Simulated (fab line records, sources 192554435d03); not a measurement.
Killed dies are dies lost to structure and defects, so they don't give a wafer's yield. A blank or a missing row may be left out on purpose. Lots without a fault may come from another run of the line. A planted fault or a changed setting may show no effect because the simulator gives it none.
Split-lot experiment | flow n5_finfet | 7 lots, 21 wafers read, on a route of 1938 steps

THE SPLIT
At N5_BEOL_M13_ILD_DEP_00 (deposits SiOC from DEMS/O2, target thk 837.92 nm, time 166.4 s), the setting time_s was moved away from the recipe's 166.4 s on 7 of the 21 wafers read, by -12.6% to +10.8%. The other wafers ran this setting at the recipe's value.

The file shows no step between the split and the reading.

THE READING
M13_ILD_THK, in nm, at N5_BEOL_M13_THK_MEAS_01. Fault-free wafers of this fab line usually give 834 nm, standard deviation 11 nm.

wafer  | tool, chamber at the split | time_s as run, s | against the recipe | M13_ILD_THK, nm | against lot-mates on the recipe
L079.1 | pecvd-03, 0                | 166.4            | recipe             | 823             | -
L079.2 | pecvd-03, 2                | 166.4            | recipe             | 848             | -
L079.5 | pecvd-03, 2                | 166.4            | recipe             | 840             | -
L081.2 | pecvd-01, 2                | 166.4            | recipe             | 827             | -
L081.3 | pecvd-01, 1                | 166.4            | recipe             | 832             | -
L081.6 | pecvd-01, 0                | 166.4            | recipe             | 841             | -
L083.4 | pecvd-03, 0                | 159.1            | -4.4%              | 802             | -26
L083.5 | pecvd-03, 2                | 166.4            | recipe             | 832             | -
L083.6 | pecvd-03, 1                | 166.4            | recipe             | 825             | -
L089.1 | pecvd-02, 0                | 166.4            | recipe             | 827             | -
L089.4 | pecvd-02, 0                | 166.4            | recipe             | 841             | -
L089.6 | pecvd-02, 2                | 145.4            | -12.6%             | 727             | -107
L091.1 | pecvd-01, 1                | 166.4            | recipe             | 822             | -
L091.3 | pecvd-01, 0                | 177.1            | +6.4%              | 880             | +58
L091.4 | pecvd-01, 1                | 177.1            | +6.4%              | 889             | +67
L094.1 | pecvd-03, 2                | 155.8            | -6.4%              | 761             | -65
L094.4 | pecvd-03, 2                | 155.8            | -6.4%              | 770             | -56
L094.6 | pecvd-03, 1                | 166.4            | recipe             | 826             | -
L095.1 | pecvd-03, 2                | 166.4            | recipe             | 823             | -
L095.3 | pecvd-03, 0                | 184.4            | +10.8%             | 916             | +84
L095.6 | pecvd-03, 2                | 166.4            | recipe             | 842             | -

THE FIT
A straight line over all 21 wafers: M13_ILD_THK changes by +8.45 nm for each +1% of time_s; r = +0.98; the points scatter about the line by 8.8 nm.
The same after taking each lot's own level away (the mean of its wafers on the recipe; 21 wafers): +8.59 nm for each +1%; r = +0.98; scatter 7.9 nm.
On that fit, the largest move of time_s shifts the reading by 1.1e+02 nm.
The lots' own levels span 822.0 to 837.0 nm, that is 1.4 times the standard deviation above.
So the lot-to-lot level changes the slope little: the two slopes agree.
Check: with one of the wafers moved furthest among these (-12.6%) left out of the fit, the line predicts -109 nm for it against its lot-mates. It came out at -107 nm against them.

THE WHOLE CHAIN: every reading that the file lists as answering this split, in the file's order
step                    | what it does                                                   | reading                                                                             | change (the file's fit)              | r (the file's)
N5_BEOL_M13_ILD_DEP_00  | deposits SiOC from DEMS/O2, target thk 837.92 nm, time 166.4 s | SiOC_of_BEOL_M13_ILD_DEP_00.thk_nm (the simulator's own value, which no gauge read) | +8.36 nm for each +1% of the setting | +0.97
N5_BEOL_M13_THK_MEAS_01 |                                                                | M13_ILD_THK                                                                         | +8.33 for each +1% of the setting    | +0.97
N5_BEOL_M13_VIA_ETCH_16 | etches SiOC in C4F8/O2/Ar, target depth 921.7 nm               | etch.depth_nm (the simulator's own value, which no gauge read)                      | +8.36 nm for each +1% of the setting | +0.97
N5_BEOL_M13_VIA_ETCH_16 | etches SiOC in C4F8/O2/Ar, target depth 921.7 nm               | coat_of_BEOL_M13_COAT_04.thk_nm (the simulator's own value, which no gauge read)    | -2.47 nm for each +1% of the setting | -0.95
N5_BEOL_M13_STRIP_63    | strips in N2/H2                                                | strip_time_to_endpoint_s                                                            | withheld for each +1% of the setting | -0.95

THE FILE'S OWN FIT
M13_ILD_THK changes by +8.33 nm for each +1% of time_s, r = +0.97.
